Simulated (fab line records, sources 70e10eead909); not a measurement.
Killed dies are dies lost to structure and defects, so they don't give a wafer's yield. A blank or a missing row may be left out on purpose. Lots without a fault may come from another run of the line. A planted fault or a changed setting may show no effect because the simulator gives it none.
fab line records | flow nand_harc
record lots=12 wafers=36 last_day=25
route steps=1159 shown P_BONDPAD@381 A_ZERO_WELL@403 A_SOURCE_PLATE@416 A_ONON_D1@424 END@1159
lots that met no fault: from a run of the same line without faults
start_h: hours from the record's first day to the start of the lot's first wafer shown | wait_h: hours since the lot's step before | " the same as in the row above | L1.1+2: a row that stands for several wafers | - no value, or no start given | * or withheld: withheld | < > ~ a bound
route shown NAME@n: a module of which the file shows steps, and the number in the route of the first | usual: mean/standard deviation of fault-free wafers | same: alike in all rows | chamber/n: place in a boat | sites: the reading at each site | _std_site: their standard deviation | _edge_site: outer sites' mean less inner sites' | radius_mm: how far each site lies from the wafer's centre | mask NAME#n: copy n | behind: the tool/chamber that last shaped the wafer | hold: why the lot was held/for how many hours/how that ended | device: the transistor (n, p or np) that didn't switch | end of line: the same wafers' tests at the end of the route | a step without rows: its recipe alone | killed: dies lost to structure and defects at the first sort, not the wafer's yield | map: a wafer's dies, x killed, . not, _ none there
set.NAME: the setting as run; set.NAME@STEP: as run at that earlier step | model.NAME: the simulator's own value behind a step, which no gauge read
steps of the route over a sample of lots; a table a step, a row a wafer
services: from which hour (start_h, from the record's first day; less than 0 if before it) a tool's chamber was out of use, for how many hours, and why
## steps
# step NHARC_P_BONDPAD_THK_MEAS_20
# recipe thk_meas_gauge=xrf
# usual thk_nm=160.6/1.4
# columns lot.wafer tool chamber start_h wait_h thk_nm
L612.2 film_metro-01 - 131.62 - 163.0
L612.3 " - " " 159.0
L612.5 " - " " 157.8
L613.2 film_metro-02 - 145.83 - 160.9
L613.3 " - " " 161.1
L613.4 " - " " 160.3
L614.1 film_metro-02 - 147.91 - 158.7
L614.3 " - " " 162.5
L614.6 " - " " 161.3
L615.2 film_metro-01 - 148.36 - 158.4
L615.3 " - " " 161.1
L615.6 " - " " 157.7
L619.3 film_metro-02 - 175.22 - 159.9
L619.4 " - " " 159.3
L619.6 " - " " 158.8
L620.1 film_metro-01 - 179.69 - 161.2
L620.4 " - " " 161.3
L620.5 " - " " 161.8
L621.1 film_metro-01 - 188.71 - 161.4
L621.2 " - " " 160.7
L621.6 " - " " 160.4
L624.2 film_metro-01 - 210.07 - 161.6
L624.3 " - " " 157.4
L624.5 " - " " 160.8
L625.4 film_metro-02 - 212.15 - 162.1
L625.5 " - " " 161.1
L625.6 " - " " 159.7
L627.1 film_metro-01 - 227.20 - 161.4
L627.3 " - " " 160.8
L627.4 " - " " 157.5
L633.1 film_metro-02 - 257.12 - 159.0
L633.5 " - " " 163.1
L633.6 " - " " 163.0
L634.1 film_metro-02 - 271.62 - 159.9
L634.2 " - " " 160.0
L634.4 " - " " 162.0
# step NHARC_A_ZERO_WELL_DESCUM_12
# recipe time_s=3 o2_flow_sccm=200 ar_flow_sccm=0 bias_power_w=0 chemistry=O2
# usual drypump_motor_current_A=5.5/0.53 mfc_ar_sccm=0.007/0.0079 oes_product_au=1.000/0.015 rf_vpp_V=57.9/0.81 showerhead_plenum_p_Torr=1.94/0.081 throttle_valve_pct=11.310/0.0082
# columns lot.wafer tool chamber start_h wait_h drypump_motor_current_A mfc_ar_sccm oes_product_au rf_hours_counter_h rf_vpp_V showerhead_plenum_p_Torr throttle_valve_pct
L612.2 rie_diel-06 0 133.30 - 5.1 0.021 0.979 4 58.6 2.05 11.328
L612.3 " 2 " " 5.7 0 1.007 3 57.7 1.89 11.303
L612.5 " 0 " " 5.1 0.021 0.996 - 58.2 2.05 11.310
L613.3 rie_diel-08 3 147.64 - 5.2 0.011 1.032 1 57.7 1.96 11.311
L613.4 " 0 " " 5.2 0.007 0.992 1 58.2 2.01 11.311
L613.2 " 2 " " 5.7 0.004 0.975 1 58.3 1.79 11.305
L614.1 rie_diel-08 3 149.59 - 5.3 0.011 1.028 1 57.5 1.96 11.306
L614.3 " 1 " " 5.9 0 1.010 1 58.0 1.86 11.313
L614.6 " 3 " " 5.2 0.011 1.029 - 58.3 1.96 11.304
L615.3 rie_diel-06 2 150.04 - 5.7 0 1.015 4 59.3 1.89 11.311
L615.2 " 0 " " 5.1 0.021 0.994 5 57.6 2.05 11.301
L615.6 " 2 " " 5.7 0 1.006 - 57.9 1.89 11.311
L619.3 rie_diel-08 3 176.89 - 5.3 0.011 1.024 3 56.7 1.96 11.300
L619.4 " 0 " " 5.2 0.007 0.988 4 58.8 2.01 11.331
L619.6 " 0 " " 5.2 0.007 0.987 - 59.0 2.01 11.307
L620.1 rie_diel-06 2 181.36 - 5.7 0 1.031 6 58.6 1.89 11.301
L620.4 " 0 " " 5.2 0.021 0.985 7 58.1 2.05 11.310
L620.5 " 3 " " 6.4 0 0.988 - 57.1 1.91 11.319
L621.2 rie_diel-08 1 190.41 - 5.9 0 1.007 4 57.3 1.86 11.313
L621.1 " 2 " " 5.8 0.004 0.975 4 57.9 1.79 11.302
L621.6 " 0 " " 5.2 0.007 0.991 - 58.1 2.01 11.296
L624.2 rie_diel-10 0 211.73 - 5.5 0.019 0.976 3 57.0 1.91 11.308
L624.3 " 3 " " 5.4 0.023 1.014 3 57.9 1.88 11.328
L624.5 " 3 " " 5.4 0.023 1.009 - 56.6 1.88 11.307
L625.4 rie_diel-06 0 213.86 - 5.1 0.021 0.978 - 58.2 2.05 11.312
L625.5 " 1 " " 4.8 0.004 1.005 - 57.5 2.02 11.306
L625.6 " 3 " " 6.4 0 0.995 - 58.2 1.91 11.294
L627.1 rie_diel-08 1 228.90 - 5.9 0 1.024 7 58.2 1.86 11.321
L627.3 " 2 " " 5.8 0.004 0.983 6 57.2 1.78 11.313
L627.4 " 1 " " 5.9 0 1.020 - 56.7 1.86 11.314
L633.1 rie_diel-06 0 258.68 - 5.1 0.021 1.001 0 59.2 2.05 11.309
L633.6 " 0 " " 5.1 0.021 0.993 - 57.8 2.05 11.307
L633.5 " 1 " " 4.8 0.004 1.007 - 58.2 2.02 11.308
L634.1 rie_diel-06 1 273.36 - 4.8 0.004 1.001 2 57.6 2.02 11.313
L634.4 " 2 " " 5.7 0 1.018 2 57.5 1.89 11.300
L634.2 " 3 " " 6.4 0 0.996 2 58.1 1.91 11.312
# step NHARC_A_SOURCE_PLATE_THK_MEAS_09
# recipe thk_meas_gauge=ellipsometry
# usual thk_nm=9.6/1
# columns lot.wafer tool chamber start_h wait_h thk_nm
L612.2 film_metro-02 - 142.58 0.4 9.5
L612.3 " - " " 10.6
L612.5 " - " " 9.7
L613.2 film_metro-01 - 159.31 0.4 11.8
L613.3 " - " " 7.6
L613.4 " - " " 8.5
L614.1 film_metro-02 - 159.32 0.4 9.9
L614.3 " - " " 7.9
L614.6 " - " " 9.4
L615.2 film_metro-01 - 159.32 0.4 11.3
L615.3 " - " " 10.9
L615.6 " - " " 9.5
L619.3 film_metro-02 - 185.80 0.4 10.4
L619.4 " - " " 8.9
L619.6 " - " " 9.6
L620.1 film_metro-02 - 190.11 0.4 9.4
L620.4 " - " " 10.2
L620.5 " - " " 11.2
L621.1 film_metro-01 - 201.75 0.4 8.4
L621.2 " - " " 10.5
L621.6 " - " " 8.9
L624.2 film_metro-02 - 220.58 0.4 9.3
L624.3 " - " " 9.7
L624.5 " - " " 9.9
L625.4 film_metro-01 - 220.59 0.4 7.8
L625.5 " - " " 9.8
L625.6 " - " " 9.6
L627.1 film_metro-02 - 237.60 0.4 9.3
L627.3 " - " " 10.3
L627.4 " - " " 9.2
L633.1 film_metro-01 - 267.37 0.4 10.7
L633.5 " - " " 8.8
L633.6 " - " " 8.0
L634.1 film_metro-01 - 282.87 0.4 10.7
L634.2 " - " " 10.9
L634.4 " - " " 10.2
# step NHARC_A_ONON_D1_DEP_00
# recipe target_thk_a=10000 n2_flow_sccm=2750 n2o_flow_sccm=2000 nh3_flow_sccm=500 sih4_flow_sccm=210 temp_c=400
# usual n2_flow_sccm=2750/7.7
# columns lot.wafer tool chamber start_h wait_h n2_flow_sccm
L612.2 pecvd_onon-02 0 156.13 0.3 2754
L612.3 " 0 " " 2756
L612.5 " 0 " " 2756
L614.1 pecvd_onon-04 0 172.40 0.1 2747
L614.3 " 0 " " 2749
L614.6 " 0 " " 2746
L613.2 pecvd_onon-02 0 172.46 0.1 2747
L613.3 " 0 " " 2748
L613.4 " 0 " " 2744
L615.2 pecvd_onon-03 0 172.46 0.1 2757
L615.3 " 0 " " 2747
L615.6 " 0 " " 2753
L619.3 pecvd_onon-04 0 199.18 0.2 2754
L619.4 " 0 " " 2741
L619.6 " 0 " " 2743
L620.1 pecvd_onon-03 0 203.39 0.1 2744
L620.4 " 0 " " 2740
L620.5 " 0 " " 2748
L621.1 pecvd_onon-04 0 215.16 0.1 2752
L621.2 " 0 " " 2746
L621.6 " 0 " " 2752
L624.2 pecvd_onon-04 0 233.88 0.1 2754
L624.3 " 0 " " 2754
L624.5 " 0 " " 2750
L625.4 pecvd_onon-02 0 233.99 0.2 2763
L625.5 " 0 " " 2759
L625.6 " 0 " " 2759
L627.1 pecvd_onon-04 0 252.38 0.1 2740
L627.3 " 0 " " 2752
L627.4 " 0 " " 2740
L633.1 pecvd_onon-03 0 281.27 0.1 2727
L633.5 " 0 " " 2738
L633.6 " 0 " " 2732
L634.1 pecvd_onon-03 0 296.74 0.1 2749
L634.2 " 0 " " 2753
L634.4 " 0 " " 2749
# step NHARC_A_ONON_D1_THK_MEAS_02
# recipe thk_meas_gauge=ellipsometry
# usual thk_nm=1000/9.7
# columns lot.wafer tool chamber start_h wait_h thk_nm
L612.2 film_metro-01 - 156.58 - 991
L612.3 " - " " 991
L612.5 " - " " 992
L613.2 film_metro-02 - 172.91 - 1003
L613.3 " - " " 1003
L613.4 " - " " 1004
L614.1 film_metro-01 - 172.91 - 1019
L614.3 " - " " 1016
L614.6 " - " " 1016
L615.2 film_metro-02 - 172.91 - 1007
L615.3 " - " " 1006
L615.6 " - " " 1006
L619.3 film_metro-02 - 199.58 - 994
L619.4 " - " " 996
L619.6 " - " " 993
L620.1 film_metro-01 - 203.90 - 1017
L620.4 " - " " 1016
L620.5 " - " " 1017
L621.1 film_metro-01 - 215.68 - 993
L621.2 " - " " 992
L621.6 " - " " 989
L625.4 film_metro-01 - 234.33 - 992
L625.5 " - " " 993
L625.6 " - " " 993
L624.2 film_metro-02 - 234.34 - 683
L624.3 " - " " 687
L624.5 " - " " 686
L627.1 film_metro-01 - 252.89 - 685
L627.3 " - " " 686
L627.4 " - " " 684
L633.1 film_metro-01 - 281.78 - 993
L633.5 " - " " 994
L633.6 " - " " 993
L634.1 film_metro-02 - 297.26 - 1015
L634.2 " - " " 1014
L634.4 " - " " 1013
# step NHARC_END_SORT_01
# recipe temp_c=25
# usual killed_at_array=26/9.7 killed_at_other=1.0/1.2 killed_at_periphery=3.9/2.6 killed_dies=31/9.7 killed_open=3.2/1.8 killed_short=2.0/1.3
# same gross_dies=677
# columns lot.wafer tool chamber start_h wait_h killed_at_array killed_at_other killed_at_periphery killed_dies killed_open killed_short
L624.2 prober-01 0 504.92 2.8 668 3 6 677 2 2
L624.3 prober-01 0 505.72 3.1 668 1 8 677 4 3
L624.5 prober-01 0 507.33 3.7 670 2 5 677 4 5
L627.1 prober-01 0 549.91 2.5 674 0 3 677 1 4
L627.3 prober-01 0 551.50 3.1 675 0 2 677 0 2
L627.4 prober-01 0 552.29 3.4 677 0 0 677 3 2
# killed by level:class
L624.2 A_ONON_D1:area_dep=649 A_SLIT:chamber_film_flake=12 P_CONTACT:chamber_film_flake=4 A_STAIRCASE:chamber_film_flake=4 THIN_TSV:chamber_film_flake=3 A_CHANNEL_FILL_D1:geometric_particle:short=2 P_BONDPAD:geometric_particle:open=1 A_CONTACT:geometric_particle:open=1
L624.3 A_ONON_D1:area_dep=654 A_SLIT:chamber_film_flake=5 P_CONTACT:chamber_film_flake=4 A_WL_FILL:geometric_particle:open=2 P_ZERO_WELL:chamber_film_flake=2 A_CHANNEL_HOLE_D1:chamber_film_flake=2 A_CONTACT:chamber_film_flake=2 P_CONTACT:geometric_particle:open=1
L624.5 A_ONON_D1:area_dep=641 A_SLIT:chamber_film_flake=9 A_CHANNEL_HOLE_D1:chamber_film_flake=5 P_CONTACT:chamber_film_flake=4 A_WL_FILL:chamber_film_flake=3 A_CHANNEL_FILL_D1:geometric_particle:short=2 A_WL_FILL:geometric_particle:open=2 A_STAIRCASE:chamber_film_flake=2
L627.1 A_ONON_D1:area_dep=636 A_CHANNEL_HOLE_D1:chamber_film_flake=18 A_SLIT:chamber_film_flake=12 P_ZERO_WELL:chamber_film_flake=2 A_CONTACT:chamber_film_flake=2 A_SOURCE_PLATE:geometric_particle:short=1 A_ONON_D1:geometric_particle:short=1 A_CHANNEL_HOLE_D1:geometric_particle:short=1
L627.3 A_ONON_D1:area_dep=641 A_CHANNEL_HOLE_D1:chamber_film_flake=12 A_SLIT:chamber_film_flake=12 A_STAIRCASE:chamber_film_flake=3 A_BLC:chamber_film_flake=3 P_GATE:chamber_film_flake=2 A_CONTACT:chamber_film_flake=2 A_CHANNEL_FILL_D1:geometric_particle:short=1
L627.4 A_ONON_D1:area_dep=634 A_CHANNEL_HOLE_D1:chamber_film_flake=17 A_SLIT:chamber_film_flake=17 A_CONTACT:chamber_film_flake=4 A_CONTACT:geometric_particle:open=2 A_ONON_D1:geometric_particle:open=1 A_ONON_D1:geometric_particle:short=1 A_WL_FILL:geometric_particle:short=1
## services
# columns tool chamber start_h hours kind
pecvd_onon-02 - 111.00 13.0 pm
rie_diel-10 1 119.47 3.1 repair
rie_diel-06 0 122.20 - clean
rie_diel-06 1 122.20 - clean
rie_diel-06 2 122.20 - clean
rie_diel-10 1 124.09 2.5 repair
rie_diel-08 - 124.80 9.0 pm
rie_diel-06 3 133.53 4.0 repair
rie_diel-06 - 140.95 1.6 repair
pecvd_onon-03 - 153.00 13.0 pm
rie_diel-06 3 156.13 8.8 repair
rie_diel-10 - 176.50 9.0 pm
rie_diel-08 0 196.00 45.2 repair
rie_diel-10 3 198.19 1.9 repair
rie_diel-10 2 210.42 1.7 repair
rie_diel-06 2 211.51 33.8 repair
rie_diel-10 0 226.30 18.1 repair
rie_diel-06 1 228.49 3.2 repair
pecvd_onon-04 - 237.00 13.0 pm
rie_diel-06 - 241.20 9.0 pm
rie_diel-08 3 270.05 11.8 repair
rie_diel-06 - 280.99 0.3 repair
rie_diel-06 2 282.69 6.6 repair
pecvd_onon-02 - 292.00 13.0 pm
## key
first_sign step=NHARC_A_ONON_D1_THK_MEAS_02 reading=thk_nm direction=down sigmas=32 usual=1000 struck=685
effect step=NHARC_END_SORT_01 reading=killed_at_array direction=up sigmas=67 usual=26 struck=672
more_kills_born_at NHARC_A_ONON_D1_DEP_00@pecvd_onon-04=3855
met_at NHARC_A_ONON_D1_DEP_00
struck_lots L624,L627
struck_wafers L624.2,L624.3,L624.5,L627.1,L627.3,L627.4
later_rows_left_out L624.2,L624.3,L624.5,L627.1,L627.3,L627.4
tester_left_out L624,L627
not_acting_at NHARC_P_BONDPAD_THK_MEAS_20,NHARC_A_ZERO_WELL_DESCUM_12,NHARC_A_SOURCE_PLATE_THK_MEAS_09
onset_between 215.16 233.88
fault kind=process_parameter_drift tool=pecvd_onon-04 chamber=0 onset_h=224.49 steps=NHARC_A_ONON_D1_DEP_00 channel=target_thk_a offset=* shape=step end_h=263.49 acts_in=* stated=*
# tester_left_out: of these lots the tester's yield and bins aren't shown, on N5 and GAA mostly nor the transistor test; their killed dies are dies lost to structure and defects alone, not to doping, threshold or leakage, so they don't give the yield
# later_rows_left_out: the simulator's readings of these wafers behind a module that went badly wrong aren't trusted and aren't shown, but for the sort
